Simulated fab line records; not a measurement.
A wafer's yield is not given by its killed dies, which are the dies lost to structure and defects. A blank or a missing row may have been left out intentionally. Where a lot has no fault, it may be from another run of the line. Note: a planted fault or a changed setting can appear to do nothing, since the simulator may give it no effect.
Chamber matching | flow nandHarc | 4 sister chambers for NHARC_A_STAIRCASE_DESCUM_252 on rieDiel-05
The step chemistry O2, time 3 s. 16 wafers are shown with their chamber, then 8 later ones without.

## WAFERS, EACH WITH ITS CHAMBER
wafer  | chamber | showerheadPlenumPTorr (Torr) | drypumpMotorCurrentA (A) | oesProductAu (a.u.)
L077.1 | 2       | 1.99                         | 6.5                      | 0.995
L077.4 | 0       | 1.93                         | 5.2                      | 1.000
L077.6 | 0       | 1.93                         | 5.2                      | 1.001
L076.1 | 0       | 1.92                         | 5.3                      | 0.989
L076.2 | 3       | 1.83                         | 5.5                      | 1.008
L076.6 | 2       | 1.99                         | 6.5                      | 0.993
L080.4 | 2       | 1.99                         | 6.5                      | 0.991
L080.5 | 0       | 1.92                         | 5.2                      | 0.993
L080.6 | 3       | 1.83                         | 5.5                      | 1.001
L084.2 | 0       | 1.92                         | 5.3                      | 0.997
L084.4 | 2       | 1.99                         | 6.4                      | 0.990
L084.5 | 2       | 1.99                         | 6.4                      | 0.995
L081.2 | 1       | 1.87                         | 6.1                      | 1.008
L081.3 | 2       | 1.99                         | 6.4                      | 0.991
L081.6 | 0       | 1.92                         | 5.3                      | 1.000
L090.1 | 3       | 1.83                         | 5.5                      | 1.008

SIGNATURES (means of the wafers above)
reading               | chamber 0 | chamber 1 | chamber 2 | chamber 3 | scatter within a chamber
showerheadPlenumPTorr | 1.9233    | 1.8700    | 1.9900    | 1.8300    | 0.00333
drypumpMotorCurrentA  | 5.250     | 6.100     | 6.450     | 5.500     | 0.05
oesProductAu          | 0.99667   | 1.00800   | 0.99250   | 1.00567   | 0.00376
Rule: distance of a wafer from a chamber = root of the sum over the readings of ((wafer's reading minus chamber's mean) / reading's scatter) squared. If the next closest chamber is less than 2 further off than the closest, the wafer can't be placed; otherwise it belongs to the closest. The scatter: take each reading less its chamber's mean, square it, sum over the shown wafers, divide by the number of wafers less the number of chambers, and take the root.

## WAFERS WHOSE CHAMBER IS MISSING
wafer  | showerheadPlenumPTorr (Torr) | drypumpMotorCurrentA (A) | oesProductAu (a.u.)
L090.2 | 1.87                         | 6.1                      | 0.995
L090.6 | 1.83                         | 5.5                      | 0.999
L092.1 | 1.83                         | 5.5                      | 1.003
L092.2 | 1.92                         | 5.2                      | 1.002
L092.6 | 1.87                         | 6.1                      | 1.004
L095.2 | 1.99                         | 6.4                      | 0.994
L095.4 | 1.87                         | 6.1                      | 1.010
L095.5 | 1.87                         | 6.1                      | 1.007

## WHICH CHAMBER EACH ONE RAN IN
wafer  | from the rows above | in truth
L090.2 | 1                   | 1
L090.6 | 3                   | 3
L092.1 | 3                   | 3
L092.2 | 0                   | 0
L092.6 | 1                   | 1
L095.2 | 2                   | 2
L095.4 | 1                   | 1
L095.5 | 1                   | 1
Placed correctly: 8 of 8. Can't be placed from these rows: 0. Placed wrongly: 0.
